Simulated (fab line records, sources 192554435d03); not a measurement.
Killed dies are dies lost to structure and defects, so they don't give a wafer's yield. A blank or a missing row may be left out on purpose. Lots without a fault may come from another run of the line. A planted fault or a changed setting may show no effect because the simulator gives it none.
fab line records | flow n5_finfet
record lots=7 wafers=39
route steps=1938 shown FIN_SAQP@138 SD_EPI_N@279 SDB@361 MOL_CONTACT_COAG@608 BEOL_M0_SAQP@672
start_h: hours from the record's first day to the start of the lot's first wafer shown | wait_h: hours since the lot's step before | " the same as in the row above | L1.1+2: a row that stands for several wafers | - no value, or no start given | * or withheld: withheld | < > ~ a bound
route shown NAME@n: a module of which the file shows steps, and the number in the route of the first | usual: mean/standard deviation of fault-free wafers | same: alike in all rows | chamber/n: place in a boat | sites: the reading at each site | _std_site: their standard deviation | _edge_site: outer sites' mean less inner sites' | radius_mm: how far each site lies from the wafer's centre | mask NAME#n: copy n | behind: the tool/chamber that last shaped the wafer | hold: why the lot was held/for how many hours/how that ended | device: the transistor (n, p or np) that didn't switch | end of line: the same wafers' tests at the end of the route | a step without rows: its recipe alone | killed: dies lost to structure and defects at the first sort, not the wafer's yield | map: a wafer's dies, x killed, . not, _ none there
set.NAME: the setting as run; set.NAME@STEP: as run at that earlier step | model.NAME: the simulator's own value behind a step, which no gauge read
lots whose settings were changed on purpose; a table a step, a row a wafer
## steps
# step N5_FIN_SAQP_SPACER2_ALD_28
# recipe material=SiO2 target_thk_a=81 temp_c=300 ald_precursor_family=BDEAS ald_co_reactant=O2-plasma pulse_time_s=1 purge_time_s=2 co_reactant_purge_time_s=2 pressure_torr=2
# columns lot.wafer tool chamber start_h wait_h set.target_thk_a model.SiO2_of_FIN_SAQP_SPACER2_ALD_28.thk_nm
L076.1+3 ald_sin-04 3,2 39.50 0.2 81 8
L076.2+4+5+6 " 1,3,1,2 " " 81 8.2
L078.1+2+6 ald_sin-04 1,0,1 48.79 0.1 81 8
L078.3+4+5 " 2,3,2 " " 95.72 9.6
L083.1+5 ald_sin-04 1,3 78.99 0.1 81 8
L083.2+3+4 " 2,0,3 " " 60.34 6
L083.6 " 0 " " 81 8.2
L084.1+4+5 ald_sin-02 3,2,3 85.31 0.1 124.7 12.4
L084.2+6 " 0 " " 81 8
L084.3 " 1 " " 81 8.2
L093.1+2+5 ald_sin-02 1,2,3 139.15 0.3 53.32 5.4
L093.3+4+6 " 3,0,2 " " 81 8.2
L094.1 ald_sin-04 1 144.96 0.1 53.09 5.2
L094.2+5 " 0,1 " " 53.09 5.4
L094.3+4+6 " 3,2,0 " " 81 8
L096.3+6 ald_sin-04 0,2 157.37 0.1 81 8
L096.5 " 1 " " 81 8.2
# step N5_FIN_SAQP_SPACER2_ETCHBACK_29
# recipe chemistry=CHF3/O2 mode=anisotropic_etchback target=SiO2 target_depth_a=122 time_s=6.1 pressure_mtorr=30 source_w=650 bias_w=170 Ar_flow_sccm=200 CHF3_flow_sccm=50 O2_flow_sccm=5 ion_energy_ev=200
# step N5_FIN_SAQP_MANDREL2_REMOVE_60
# recipe chemistry=HBr/Cl2/O2 bt_time_s=10 target=a-Si stop_on=SiNx endpoint=OES-SiCl over_etch_frac=1 icp_w=600 bias_w=22 HBr_flow_sccm=150 Cl2_flow_sccm=80 O2_flow_sccm=5 pressure_mtorr=10
# columns lot.wafer tool chamber start_h wait_h set.target_thk_a@FIN_SAQP_SPACER2_ALD_28 model.FIN_SAQP.cd_nm
L076.1+5+6 rie_si-05 1,0,3 39.93 0.1 81 8.2
L076.2+3+4 " 0,3,1 " " 81 8
L078.1+2+6 rie_si-05 1,0,2 49.44 0.1 81 8
L078.3+5 " 2,3 " " 95.72 9.4
L078.4 " 3 " " 95.72 9.6
L083.1+6 rie_si-05 3,1 79.44 0.1 81 8.2
L083.2+4 " 2,1 " " 60.34 6
L083.3 " 0 " " 60.34 6.2
L083.5 " 0 " " 81 8
L084.1+4+5 rie_si-05 1,3,0 85.72 0.1 124.7 12.4
L084.2+6 " 0,3 " " 81 8
L084.3 " 2 " " 81 8.2
L093.1+2+5 rie_si-02 0,3,0 139.56 0.1 53.32 5.4
L093.3+4 " 3,0 " " 81 8.2
L093.6 " 3 " " 81 8
L094.1+2+5 rie_si-05 2,3,3 145.37 0.1 53.09 5.4
L094.3+4+6 " 0,1,0 " " 81 8
L096.3+5+6 rie_si-02 2,2,3 157.79 0.1 81 8
# step N5_FIN_SAQP_CD_MEAS_31
# recipe target_cd_nm=8 landing_energy_ev=1000 detector=se_inlens polarity=line
# usual cd_nm=8.08/0.2
# columns lot.wafer tool chamber start_h wait_h set.target_thk_a@FIN_SAQP_SPACER2_ALD_28 cd_nm
L076.1 cd_sem-01 0 40.04 0.1 81 8.24
L076.2 " 0 " " 81 8.11
L076.3 " 0 " " 81 7.90
L076.4 " 0 " " 81 7.86
L076.5 " 0 " " 81 8.19
L076.6 " 0 " " 81 8.57
L078.1 cd_sem-03 0 49.55 0.1 81 8.22
L078.2 " 0 " " 81 8.07
L078.3 " 0 " " 95.72 9.46
L078.4 " 0 " " 95.72 9.52
L078.5 " 0 " " 95.72 9.60
L078.6 " 0 " " 81 8.00
L083.1 cd_sem-02 0 79.55 0.1 81 8.11
L083.2 " 0 " " 60.34 5.69
L083.3 " 0 " " 60.34 6.43
L083.4 " 0 " " 60.34 5.79
L083.5 " 0 " " 81 7.81
L083.6 " 0 " " 81 8.32
L084.1 cd_sem-02 0 85.83 0.1 124.7 12.38
L084.2 " 0 " " 81 7.70
L084.3 " 0 " " 81 7.98
L084.4 " 0 " " 124.7 12.40
L084.5 " 0 " " 124.7 12.33
L084.6 " 0 " " 81 7.74
L093.1 cd_sem-03 0 139.71 0.1 53.32 5.17
L093.2 " 0 " " 53.32 5.19
L093.3 " 0 " " 81 8.23
L093.4 " 0 " " 81 8.23
L093.5 " 0 " " 53.32 5.45
L093.6 " 0 " " 81 8.33
L094.1 cd_sem-01 0 145.48 0.1 53.09 4.91
L094.2 " 0 " " 53.09 5.12
L094.3 " 0 " " 81 7.91
L094.4 " 0 " " 81 7.86
L094.5 " 0 " " 53.09 5.00
L094.6 " 0 " " 81 7.83
L096.3 cd_sem-01 0 157.90 0.1 81 8.14
L096.5 " 0 " " 81 7.87
L096.6 " 0 " " 81 7.88
# step N5_FIN_SAQP_HM_OPEN_33
# recipe chemistry=CH3F/O2 target=SiNx mask_material=SiO2 target_depth_a=494 time_s=70.6 pressure_mtorr=30 source_w=395 bias_w=73 Ar_flow_sccm=150 CH3F_flow_sccm=30 O2_flow_sccm=20 ion_energy_ev=120 ends=cleared
# columns lot.wafer tool chamber start_h wait_h set.target_thk_a@FIN_SAQP_SPACER2_ALD_28 model.FIN_SAQP.cd_nm
L076.1+2+4 rie_diel-04 3,0,2 40.09 0.0 81 8
L076.3+5+6 " 1,1,0 " " 81 8.2
L078.1+6 rie_diel-01 3,1 49.60 0.0 81 8.2
L078.2 " 0 " " 81 8
L078.3+4+5 " 2,1,2 " " 95.72 9.6
L083.1+6 rie_diel-04 2,0 79.60 0.0 81 8.2
L083.2+3+4 " 1,0,1 " " 60.34 6
L083.5 " 2 " " 81 8
L084.1+4 rie_diel-04 2,0 85.88 0.0 124.7 12.4
L084.2+3 " 1,3 " " 81 8
L084.5 " 2 " " 124.7 12.2
L084.6 " 1 " " 81 8.2
L093.1+2+5 rie_diel-04 3,1,1 139.82 0.1 53.32 5.4
L093.3+4+6 " 2,2,3 " " 81 8.2
L094.1+2+5 rie_diel-04 0,3,0 145.53 0.0 53.09 5.2
L094.3+6 " 2,3 " " 81 7.8
L094.4 " 1 " " 81 8
L096.3+5+6 rie_diel-01 0,1,2 157.94 0.0 81 8
# step N5_FIN_SAQP_ETCH_34
# recipe chemistry=C4F6/O2 target=SiO2 target_depth_a=450 time_s=15 ion_energy_ev=250 pressure_mtorr=30 source_w=345 bias_w=185 Ar_flow_sccm=300 C4F6_flow_sccm=10 O2_flow_sccm=10 ends=cleared
# columns lot.wafer tool chamber start_h wait_h set.target_thk_a@FIN_SAQP_SPACER2_ALD_28 model.FIN_SAQP.cd_nm
L076.1+2+4 rie_diel-04 3,0,2 40.16 0.0 81 8
L076.3+5+6 " 1,1,0 " " 81 8.2
L078.1+6 rie_diel-01 3,1 49.67 0.0 81 8.2
L078.2 " 0 " " 81 8
L078.3+4+5 " 2,1,2 " " 95.72 9.6
L083.1+5 rie_diel-04 2 79.67 0.0 81 8
L083.2+3+4 " 1,0,1 " " 60.34 6.2
L083.6 " 0 " " 81 8.2
L084.1+4 rie_diel-04 2,0 85.95 0.0 124.7 12.4
L084.2+3+6 " 1,3,1 " " 81 8.2
L084.5 " 2 " " 124.7 12.2
L093.1+2+5 rie_diel-04 3,1,1 139.89 0.0 53.32 5.4
L093.3+4+6 " 2,2,3 " " 81 8.2
L094.1+2+5 rie_diel-04 0,3,0 145.60 0.0 53.09 5.2
L094.3+6 " 2,3 " " 81 7.8
L094.4 " 1 " " 81 8
L096.3 rie_diel-01 0 158.01 0.0 81 8
L096.5+6 " 1,2 " " 81 8.2
# step N5_FIN_SAQP_STRIP_77
# recipe chemistry=N2/H2 time_s=90 power_w=100 temp_c=40 pressure_mtorr=100 rf_frequency_hz=6e+07 bias_power_w=3 n2_flow_sccm=300 h2_flow_sccm=300
# step N5_FIN_SAQP_HM_CD_35
# recipe target_cd_nm=8 polarity=line
# usual cd_nm=8.14/0.26
# columns lot.wafer tool chamber start_h wait_h set.target_thk_a@FIN_SAQP_SPACER2_ALD_28 cd_nm
L076.1 cd_sem-03 - 40.30 0.1 81 8.00
L076.2 " - " " 81 8.21
L076.3 " - " " 81 8.44
L076.4 " - " " 81 7.87
L076.5 " - " " 81 8.50
L076.6 " - " " 81 8.21
L078.1 cd_sem-01 - 49.81 0.1 81 8.08
L078.2 " - " " 81 7.88
L078.3 " - " " 95.72 9.29
L078.4 " - " " 95.72 9.53
L078.5 " - " " 95.72 9.67
L078.6 " - " " 81 8.18
L083.1 cd_sem-02 - 79.82 0.1 81 8.21
L083.2 " - " " 60.34 6.17
L083.3 " - " " 60.34 6.18
L083.4 " - " " 60.34 6.08
L083.5 " - " " 81 7.71
L083.6 " - " " 81 8.25
L084.1 cd_sem-03 - 86.09 0.1 124.7 12.23
L084.2 " - " " 81 7.84
L084.3 " - " " 81 7.90
L084.4 " - " " 124.7 12.44
L084.5 " - " " 124.7 12.12
L084.6 " - " " 81 8.13
L093.1 cd_sem-02 - 140.04 0.1 53.32 6.02
L093.2 " - " " 53.32 5.45
L093.3 " - " " 81 7.76
L093.4 " - " " 81 8.05
L093.5 " - " " 53.32 5.34
L093.6 " - " " 81 8.12
L094.1 cd_sem-03 - 145.74 0.1 53.09 4.88
L094.2 " - " " 53.09 5.09
L094.3 " - " " 81 7.97
L094.4 " - " " 81 8.07
L094.5 " - " " 53.09 5.59
L094.6 " - " " 81 8.00
L096.3 cd_sem-02 - 158.17 0.1 81 7.81
L096.5 " - " " 81 8.45
L096.6 " - " " 81 8.22
# step N5_FIN_SAQP_ETCH_64
# recipe chemistry=CF4 target=SiO2 target_depth_a=15 ion_energy_ev=350 pressure_mtorr=10 icp_w=800 bias_w=400 cf4_flow_sccm=80
# step N5_FIN_SAQP_FIN_ETCH_36
# recipe chemistry=HBr/Cl2/O2 target_depth_a=1200 mask_material=SiNx time_s=50.4 bias_w=102 pressure_mtorr=10 icp_w=800 HBr_flow_sccm=150 Cl2_flow_sccm=80 O2_flow_sccm=12
# step N5_FIN_SAQP_CD_MEAS_37
# recipe target_cd_nm=8 polarity=line
# usual cd_nm=8.16/0.27
# columns lot.wafer tool chamber start_h wait_h set.target_thk_a@FIN_SAQP_SPACER2_ALD_28 cd_nm
L076.1 cd_sem-03 - 40.49 0.1 81 8.28
L076.2 " - " " 81 8.00
L076.3 " - " " 81 8.04
L076.4 " - " " 81 7.87
L076.5 " - " " 81 8.33
L076.6 " - " " 81 8.24
L078.1 cd_sem-01 - 50.00 0.1 81 7.99
L078.2 " - " " 81 8.08
L078.3 " - " " 95.72 9.42
L078.4 " - " " 95.72 9.70
L078.5 " - " " 95.72 9.32
L078.6 " - " " 81 8.35
L083.1 cd_sem-02 - 80.01 0.1 81 8.34
L083.2 " - " " 60.34 6.35
L083.3 " - " " 60.34 6.00
L083.4 " - " " 60.34 5.82
L083.5 " - " " 81 8.08
L083.6 " - " " 81 8.25
L084.1 cd_sem-01 - 86.29 0.1 124.7 12.37
L084.2 " - " " 81 7.43
L084.3 " - " " 81 7.76
L084.4 " - " " 124.7 12.21
L084.5 " - " " 124.7 11.98
L084.6 " - " " 81 8.09
L093.1 cd_sem-02 - 140.23 0.1 53.32 5.42
L093.2 " - " " 53.32 5.64
L093.3 " - " " 81 7.86
L093.4 " - " " 81 7.97
L093.5 " - " " 53.32 5.68
L093.6 " - " " 81 8.43
L094.1 cd_sem-01 - 145.93 0.1 53.09 5.36
L094.2 " - " " 53.09 5.43
L094.3 " - " " 81 7.61
L094.4 " - " " 81 7.72
L094.5 " - " " 53.09 5.03
L094.6 " - " " 81 8.19
L096.3 cd_sem-03 - 158.35 0.1 81 7.90
L096.5 " - " " 81 7.92
L096.6 " - " " 81 8.01
# step N5_SD_EPI_N_ETCH_16
# recipe chemistry=CHF3/O2 target=SiO2 target_depth_a=50 mask_material=SOC pressure_mtorr=30 source_w=650 bias_w=170 Ar_flow_sccm=200 CHF3_flow_sccm=50 O2_flow_sccm=5 ion_energy_ev=200
# columns lot.wafer tool chamber start_h wait_h set.target_depth_a model.etch.depth_nm
L076.1 rie_diel-01 3 63.43 0.1 50 5.095
L076.2 " 2 " " 50 5.074
L076.3 " 0 " " 50 4.872
L076.4 " 1 " " 50 4.905
L076.5 " 2 " " 50 5.071
L076.6 " 3 " " 50 5.107
L078.1 rie_diel-02 0 72.78 0.1 50 4.915
L078.2 " 3 " " 50 4.837
L078.3 " 1 " " 50 5.1
L078.4 " 2 " " 50 4.887
L078.5 " 2 " " 50 4.871
L078.6 " 3 " " 50 4.81
L083.1 rie_diel-01 0 102.22 0.1 37.55 3.733
L083.2 " 3 " " 50 5.082
L083.3 " 1 " " 50 5.011
L083.4 " 2 " " 37.55 3.857
L083.5 " 2 " " 50 5.148
L083.6 " 1 " " 37.55 3.781
L084.1 rie_diel-02 2 108.67 0.1 37.43 3.689
L084.2 " 1 " " 37.43 3.798
L084.3 " 3 " " 50 4.944
L084.4 " 0 " " 50 5.005
L084.5 " 3 " " 37.43 3.691
L084.6 " 2 " " 50 4.893
L093.1 rie_diel-01 2 163.24 0.1 66.15 6.717
L093.2 " 1 " " 66.15 6.634
L093.3 " 0 " " 50 4.937
L093.4 " 3 " " 66.15 6.725
L093.5 " 1 " " 50 5.039
L093.6 " 2 " " 50 5.079
L094.1 rie_diel-02 3 168.33 0.1 50 4.893
L094.2 " 1 " " 50 5.021
L094.3 " 2 " " 50 4.887
L094.4 " 0 " " 50 4.985
L094.5 " 2 " " 50 4.86
L094.6 " 3 " " 50 4.833
L096.3 rie_diel-04 0 185.77 0.1 50 5.088
L096.5 " 2 " " 50 4.977
L096.6 " 0 " " 50 5.086
# step N5_SDB_ETCH_18
# recipe chemistry=N2/H2 target=SOC target_depth_a=1000 overetch_a=200 mask_material=SiARC temp_c=40 time_s=150 ion_energy_ev=200 pressure_mtorr=30 source_w=840 bias_w=150 n2_flow_sccm=200 h2_flow_sccm=200
# columns lot.wafer tool chamber start_h wait_h set.time_s model.etch.depth_nm model.SiARC_of_SDB_COAT_04.thk_nm
L076.1 rie_diel-02 2 78.84 0.0 150 99.5 13
L076.2 " 3 " " 150 99.69 12.8
L076.3 " 0 " " 150 99.77 12.8
L076.4 " 1 " " 150 99.8 12.6
L076.5 " 2 " " 150 99.48 13
L076.6 " 1 " " 150 99.86 12.6
L078.1 rie_diel-04 0 88.79 0.0 109.8 85.51 14.2
L078.2 " 1 " " 109.8 85.72 14.4
L078.3 " 2 " " 109.8 87.26 14.2
L078.4 " 3 " " 150 99.75 12.8
L078.5 " 0 " " 150 99.99 12.8
L078.6 " 3 " " 150 99.99 12.6
L083.1+2 rie_diel-01 0,3 117.39 0.0 150 100.3 12.8
L083.3 " 2 " " 150 99.63 12.6
L083.4 " 1 " " 150 99.82 12.8
L083.5 " 2 " " 150 100.1 12.6
L083.6 " 3 " " 150 99.98 12.8
L084.1 rie_diel-02 2 123.94 0.0 150 100.3 13
L084.2 " 0 " " 214.8 99.79 10.4
L084.3 " 3 " " 214.8 99.89 10.4
L084.4 " 1 " " 150 100.1 12.6
L084.5 " 0 " " 214.8 99.92 10.4
L084.6 " 1 " " 150 99.96 12.6
L093.1 rie_diel-02 3 178.77 0.0 99.79 78.06 14.6
L093.2 " 2 " " 150 100.6 13
L093.3 " 1 " " 99.79 81.33 14.4
L093.4 " 0 " " 150 100.2 12.6
L093.5 " 3 " " 99.79 78.6 14.6
L093.6 " 2 " " 150 100.5 13
L094.1 rie_diel-02 0 184.66 0.0 78.5 64.05 15.2
L094.2 " 2 " " 150 99.76 13
L094.3 " 1 " " 150 99.48 12.6
L094.4 " 3 " " 150 99.96 12.8
L094.5 " 3 " " 78.5 61.72 15.4
L094.6 " 2 " " 78.5 60.74 15.4
L096.3 rie_diel-02 2 201.79 0.0 150 99.69 13
L096.5 " 3 " " 150 99.78 12.8
L096.6 " 0 " " 150 99.89 12.6
# step N5_MOL_CONTACT_COAG_ALD_133
# recipe material=SiO2 target_thk_a=50 temp_c=100 ald_precursor_family=BDEAS ald_co_reactant=O2-plasma pulse_time_s=1 co_reactant_pulse_time_s=1 purge_time_s=2 co_reactant_purge_time_s=2 ald_cycles=35 pressure_torr=2
# columns lot.wafer tool chamber start_h wait_h set.ald_cycles model.SiO2_of_MOL_CONTACT_COAG_ALD_133.thk_nm
L076.1+2+3+4+5+6 ald_sin-04 0,3,1,2,1,2 113.84 0.3 35 5
L078.1+2+3+4+5+6 ald_sin-02 1,3,0,2,1,0 121.48 0.1 35 5
L083.1+2+4 ald_sin-04 1,3,0 155.93 0.4 35 5
L083.3+5+6 " 2,2,1 " " 22 3.2
L084.1+2+3 ald_sin-04 0,1,2 158.46 0.1 44 6.4
L084.4+5+6 " 3,1,2 " " 35 5
L093.1+3+4 ald_sin-01 3,2,0 211.86 0.1 21 3
L093.2+5+6 " 1,3,0 " " 35 5
L094.1+4+6 ald_sin-02 0,3,1 216.39 0.1 18 2.6
L094.2+3+5 " 1,2,0 " " 35 5
L096.3+5+6 ald_sin-01 0,0,1 238.09 0.1 35 5
# step N5_BEOL_M0_SAQP_ETCH_106
# recipe chemistry=N2/H2 target=SOC target_depth_a=1500 stop_on=SiNx ion_energy_ev=100 bias_w=61 pressure_mtorr=30 source_w=850 n2_flow_sccm=200 h2_flow_sccm=200
# columns lot.wafer tool chamber start_h wait_h set.target_depth_a model.SOC_of_BEOL_M0_SAQP_COAT_105.thk_nm
L076.1+2+3 rie_diel-03 1,0,2 122.07 - 2229 0
L076.4 " 3 " " 1500 25.8
L076.5 " 2 " " 1500 21.6
L076.6 " 3 " " 1500 25.4
L078.1 rie_diel-03 1 131.94 - 1500 21
L078.2 " 3 " " 1500 26.4
L078.3 " 0 " " 1500 23
L078.4 " 2 " " 1500 22.2
L078.5 " 0 " " 1500 23.4
L078.6 " 3 " " 1500 26.2
L083.1 rie_diel-05 3 167.33 - 1796 9.2
L083.2 " 2 " " 1500 22.8
L083.3 " 0 " " 1796 11
L083.4 " 2 " " 1500 22.4
L083.5 " 0 " " 1796 11.2
L083.6 " 3 " " 1500 24
L084.1 rie_diel-06 2 167.98 - 1500 24
L084.2 " 0 " " 613.4 68
L084.3 " 1 " " 1500 21.6
L084.4 " 3 " " 613.4 69.6
L084.5 " 2 " " 613.4 68.8
L084.6 " 1 " " 1500 22
L093.1 rie_diel-03 1 222.06 - 1500 20.8
L093.2 " 0 " " 1500 22.4
L093.3 " 2 " " 1500 21.2
L093.4 " 3 " " 1500 25.8
L093.5 " 0 " " 1500 23
L093.6 " 3 " " 1500 25.4
L094.1 rie_diel-06 1 225.53 - 1500 22.6
L094.2 " 0 " " 1500 23.4
L094.3 " 2 " " 1500 25
L094.4 " 3 " " 1500 26
L094.5 " 0 " " 1500 23.2
L094.6 " 3 " " 1500 26.4
L096.3 rie_diel-05 3 247.22 - 1500 24
L096.5 " 2 " " 1500 23
L096.6 " 3 " " 1500 24.6
# step N5_BEOL_M0_SAQP_ETCH_107
# recipe chemistry=CH3F/O2 target=SiNx target_depth_a=300 mask_material=SOC pressure_mtorr=30 source_w=395 bias_w=73 Ar_flow_sccm=150 CH3F_flow_sccm=30 O2_flow_sccm=20 ion_energy_ev=120
# columns lot.wafer tool chamber start_h wait_h set.target_depth_a@BEOL_M0_SAQP_ETCH_106 model.SOC_of_BEOL_M0_SAQP_COAT_105.thk_nm
L076.1+2+3 rie_diel-03 1,0,2 122.13 0.0 2229 0
L076.4 " 3 " " 1500 15
L076.5 " 2 " " 1500 10.4
L076.6 " 3 " " 1500 14.6
L078.1 rie_diel-03 1 132.00 0.0 1500 9.8
L078.2+6 " 3 " " 1500 15.6
L078.3 " 0 " " 1500 11.8
L078.4 " 2 " " 1500 11
L078.5 " 0 " " 1500 12.2
L083.1 rie_diel-05 3 167.39 0.0 1796 0
L083.2 " 2 " " 1500 12
L083.3 " 0 " " 1796 0.4
L083.4 " 2 " " 1500 11.4
L083.5 " 0 " " 1796 0.8
L083.6 " 3 " " 1500 13.2
L084.1 rie_diel-06 2 168.04 0.0 1500 13.2
L084.2 " 0 " " 613.4 57.2
L084.3 " 1 " " 1500 10.6
L084.4 " 3 " " 613.4 59
L084.5 " 2 " " 613.4 58
L084.6 " 1 " " 1500 10.8
L093.1 rie_diel-03 1 222.12 0.0 1500 9.6
L093.2 " 0 " " 1500 11.6
L093.3 " 2 " " 1500 10.4
L093.4 " 3 " " 1500 15.2
L093.5 " 0 " " 1500 12
L093.6 " 3 " " 1500 14.8
L094.1 rie_diel-06 1 225.59 0.0 1500 11.6
L094.2 " 0 " " 1500 12.6
L094.3 " 2 " " 1500 14.2
L094.4 " 3 " " 1500 15.2
L094.5 " 0 " " 1500 12.2
L094.6 " 3 " " 1500 15.6
L096.3 rie_diel-05 3 247.28 0.0 1500 13.2
L096.5 " 2 " " 1500 12
L096.6 " 3 " " 1500 13.8
## key
split step=N5_FIN_SAQP_SPACER2_ALD_28 setting=target_thk_a stated=81 by=wafer
response step=N5_FIN_SAQP_SPACER2_ALD_28 reading=model.SiO2_of_FIN_SAQP_SPACER2_ALD_28.thk_nm change=+0.0805 per=1% r=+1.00
response step=N5_FIN_SAQP_MANDREL2_REMOVE_60 reading=model.FIN_SAQP.cd_nm change=+0.0794 per=1% r=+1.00
response step=N5_FIN_SAQP_CD_MEAS_31 reading=cd_nm change=+0.0843 per=1% r=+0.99
response step=N5_FIN_SAQP_HM_OPEN_33 reading=model.FIN_SAQP.cd_nm change=+0.0799 per=1% r=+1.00
response step=N5_FIN_SAQP_ETCH_34 reading=model.FIN_SAQP.cd_nm change=+0.0776 per=1% r=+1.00
response step=N5_FIN_SAQP_HM_CD_35 reading=cd_nm change=+0.0778 per=1% r=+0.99
response step=N5_FIN_SAQP_CD_MEAS_37 reading=cd_nm change=+0.0788 per=1% r=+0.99
split step=N5_SD_EPI_N_ETCH_16 setting=target_depth_a stated=50 by=wafer
response step=N5_SD_EPI_N_ETCH_16 reading=model.etch.depth_nm change=+0.0509 per=1% r=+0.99
split step=N5_SDB_ETCH_18 setting=time_s stated=150 by=wafer
response step=N5_SDB_ETCH_18 reading=model.etch.depth_nm shape=bent at_lowest=62.17 at_stated=99.93 at_highest=99.87
response step=N5_SDB_ETCH_18 reading=model.SiARC_of_SDB_COAT_04.thk_nm change=-0.0533 per=1% r=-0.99
split step=N5_MOL_CONTACT_COAG_ALD_133 setting=ald_cycles stated=35 by=wafer
response step=N5_MOL_CONTACT_COAG_ALD_133 reading=model.SiO2_of_MOL_CONTACT_COAG_ALD_133.thk_nm change=+0.0499 per=1% r=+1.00
split step=N5_BEOL_M0_SAQP_ETCH_106 setting=target_depth_a stated=1500 by=wafer
response step=N5_BEOL_M0_SAQP_ETCH_106 reading=model.SOC_of_BEOL_M0_SAQP_COAT_105.thk_nm change=-0.667 per=1% r=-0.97
response step=N5_BEOL_M0_SAQP_ETCH_107 reading=model.SOC_of_BEOL_M0_SAQP_COAT_105.thk_nm shape=bent at_lowest=58.07 at_stated=12.71 at_highest=0
